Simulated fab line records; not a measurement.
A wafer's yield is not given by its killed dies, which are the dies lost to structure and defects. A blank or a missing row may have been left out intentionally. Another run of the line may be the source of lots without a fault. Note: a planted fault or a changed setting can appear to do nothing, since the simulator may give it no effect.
Chamber matching -- flow n5-finfet -- 4 sister chambers for N5_MOL_CONTACT_COAG_DESCUM_88 on rie-diel-01
The step chemistry O2, time 7 s. 4 wafers are shown with their chamber, then 8 later ones without.

## WAFERS WITH THEIR CHAMBER
wafer,chamber,showerhead-plenum-p-Torr (Torr)
L083.3,3,2.11
L083.4,0,1.96
L084.6,2,2.09
L086.3,1,2.22

## WAFERS WITH NO CHAMBER GIVEN
wafer,showerhead-plenum-p-Torr (Torr)
L086.4,2.11
L086.6,1.95
L093.2,2.22
L093.4,2.21
L093.6,2.09
L094.2,2.22
L094.3,2.10
L094.5,2.09

## EACH ONE'S CHAMBER
wafer,from the rows above,in truth
L086.4,3,3
L086.6,0,0
L093.2,1,1
L093.4,1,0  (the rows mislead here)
L093.6,2,2
L094.2,1,1
L094.3,can't be placed: 3 or 2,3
L094.5,2,2
Correct placement for 6 of the 8. From these rows, 1 cannot be placed; in 1 the true chamber is one of the candidates. 1 placed wrongly.
How it was worked out, from the rows above alone: a wafer's distance from a chamber is the root of the sum, over the readings, of the square of ((its reading less the chamber's mean) divided by the reading's scatter). If the next closest chamber is less than 2 further off than the closest, the wafer can't be placed; otherwise it belongs to the closest. For every chamber, the mean is computed from those of its wafers that are shown. The scatter: root of mean squared gap, hidden wafer to nearest shown wafer, with one shown wafer a chamber.
